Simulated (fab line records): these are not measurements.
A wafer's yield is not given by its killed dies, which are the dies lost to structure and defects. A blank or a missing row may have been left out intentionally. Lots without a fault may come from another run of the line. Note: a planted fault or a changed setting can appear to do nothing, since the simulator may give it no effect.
Code-filled problem report in 8D (eight disciplines) form / flow n5Finfet / the parts of the form that need people (team, actions taken, sign-off) are left out

== 1. THE PROBLEM ==
spinSpeedRpm at N5_BEOL_M4_COAT_22 reads a mean of 1363.9 rpm on 6 wafers of 2 lots; wafers without a fault read 1499.9 rpm with a standard deviation of 0.79. So: -99 or more standard deviations from the usual mean.
The step: resist thk 30 nm.
Earliest sighting: wafer L243.1 on lithoTrack-05 at day 12 15:28. The record has a number at this step for 25 wafers belonging to 9 lots. The rule behind "out" and "out of limits": a value lying over 4 standard deviations away from the usual mean. The other wafers with a number count as sound.

== 2. WHAT IT IS, AND WHAT IT ISN'T ==
question=which readings at this step | is=spinSpeedRpm | is not=dispensePressureKPa
question=which lots | is=L243, L248 | is not=L226, L227, L229, L230, L233, L245, L249
question=which wafers of those lots | is=all that have a number | is not=-
question=read on which tools | is=lithoTrack-05 | is not=lithoTrack-01, lithoTrack-02
question=when | is=from day 12 15:28 | is not=up to then (13 sound wafers); but 6 sound wafers of L245, L249 came after

== 3. SUSPECTS, AND WHAT RULES EACH OUT ==
Counting: a tool stays on the suspect list if, at a process step up to the reading, it processed all lots that are out and no sound lot following the first of them.
- rieDiel-04 at N5_BEOL_M4_ETCH_74 (etches underlayer in N2/H2, target depth 6.5 nm, time 5.2 s): kept. It ran every lot that is out, first L243 (day 12 15:01), and no sound lot after that; its last sound lot up to then is L229 (day 8 15:04).
- rieDiel-04 at N5_BEOL_M4_ETCH_64 (etches SOC in N2/H2, target depth 75 nm, overetch 22.5 nm, time 121.9 s): kept. It ran every lot that is out, first L243 (day 12 15:04), and no sound lot after that; its last sound lot up to then is L229 (day 8 15:06).
- lithoTrack-05 at N5_BEOL_M4_COAT_22 (resist thk 30 nm): kept. It ran every lot that is out, first L243 (day 12 15:28), and no sound lot after that; its last sound lot up to then is L229 (day 8 15:30). Out on those wafers are its own readings of spinSpeedRpm.
rieDiel-04 at N5_BEOL_M4_ETCH_74, rieDiel-04 at N5_BEOL_M4_ETCH_64 and lithoTrack-05 at N5_BEOL_M4_COAT_22 are what is left after counting.

== 4. THE CAUSE (what the simulator had put in) ==
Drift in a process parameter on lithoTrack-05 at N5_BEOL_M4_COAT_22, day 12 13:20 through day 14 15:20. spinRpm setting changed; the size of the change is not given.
After counting, 3 suspects remain, this tool included.

== 5. THE EFFECT CHAIN, in route order ==
One row per reading whose mean, taken over the struck wafers that have a number, lies over 3 standard deviations from the usual. Scope: only readings with a usual standard deviation given in the record; hours: median across lots of the time from each lot's start at the first step in this table that gives one to its start at this step; sigmas: change in usual standard deviations.
hours=0; step=N5_BEOL_M4_COAT_22; reading=spinSpeedRpm; usual=1499.9 rpm; on struck wafers=1363.9; change=-136.0; sigmas=-99 or more
Here are the process steps it includes:
- N5_BEOL_M4_COAT_22: resist thk 30 nm.
Later steps that measure or inspect, where all struck wafers having a row at the step show a number for every such reading and not one has moved that far: N5_BEOL_M4_CD_MEAS_28, N5_BEOL_M4_RC_MEAS_101.

== 6. HOW IT WOULD HAVE BEEN CAUGHT EARLIER ==
2 hours passed between the start of the fault at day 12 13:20 and the first reading out of limits in this record, taken at day 12 15:28.
